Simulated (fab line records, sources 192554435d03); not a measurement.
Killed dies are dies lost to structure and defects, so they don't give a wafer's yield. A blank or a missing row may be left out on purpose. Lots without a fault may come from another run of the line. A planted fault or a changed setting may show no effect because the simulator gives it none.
Chamber matching | flow n5_finfet | N5_GATE_CUT_STRIP_41 on rie_diel-01: 4 sister chambers
The step strips in CF4. 8 wafers are shown with their chamber, then 10 later ones without.

WAFERS WITH THEIR CHAMBER
wafer  | chamber | drypump_motor_current_A (A) | showerhead_plenum_p_Torr (Torr)
L079.2 | 0       | 6.6                         | 1.75
L083.6 | 1       | 6.2                         | 1.81
L085.6 | 0       | 6.6                         | 1.75
L090.2 | 1       | 6.3                         | 1.80
L090.4 | 3       | 6.0                         | 1.76
L090.5 | 2       | 6.4                         | 1.91
L091.1 | 3       | 6.0                         | 1.76
L091.3 | 2       | 6.4                         | 1.91

WAFERS WITHOUT THEIR CHAMBER
wafer  | drypump_motor_current_A (A) | showerhead_plenum_p_Torr (Torr)
L091.4 | 6.2                         | 1.80
L093.3 | 6.2                         | 1.80
L093.5 | 6.4                         | 1.91
L093.6 | 6.0                         | 1.76
L097.1 | 6.0                         | 1.76
L097.2 | 6.6                         | 1.74
L097.6 | 6.6                         | 1.74
L094.1 | 6.3                         | 1.80
L094.2 | 6.5                         | 1.91
L094.6 | 6.6                         | 1.74

WHICH CHAMBER EACH WENT THROUGH
wafer  | from the rows above | in truth
L091.4 | 1                   | 1
L093.3 | 1                   | 1
L093.5 | 2                   | 2
L093.6 | 3                   | 3
L097.1 | 3                   | 3
L097.2 | 0                   | 0
L097.6 | 0                   | 0
L094.1 | 1                   | 1
L094.2 | 2                   | 2
L094.6 | 0                   | 0
Placed correctly: 10 of 10. Can't be placed from these rows: 0. Placed wrongly: 0.
How it was worked out, from the rows above alone: a wafer's distance from a chamber is the root of the sum, over the readings, of the square of ((its reading less the chamber's mean) divided by the reading's scatter). The wafer belongs to the nearest chamber; if the next one is less than 2 further off, it can't be placed. A chamber's mean is the mean of its shown wafers. The scatter: the root of (the sum of the squares of (reading less its chamber's mean) over the shown wafers, divided by (wafers less chambers)).
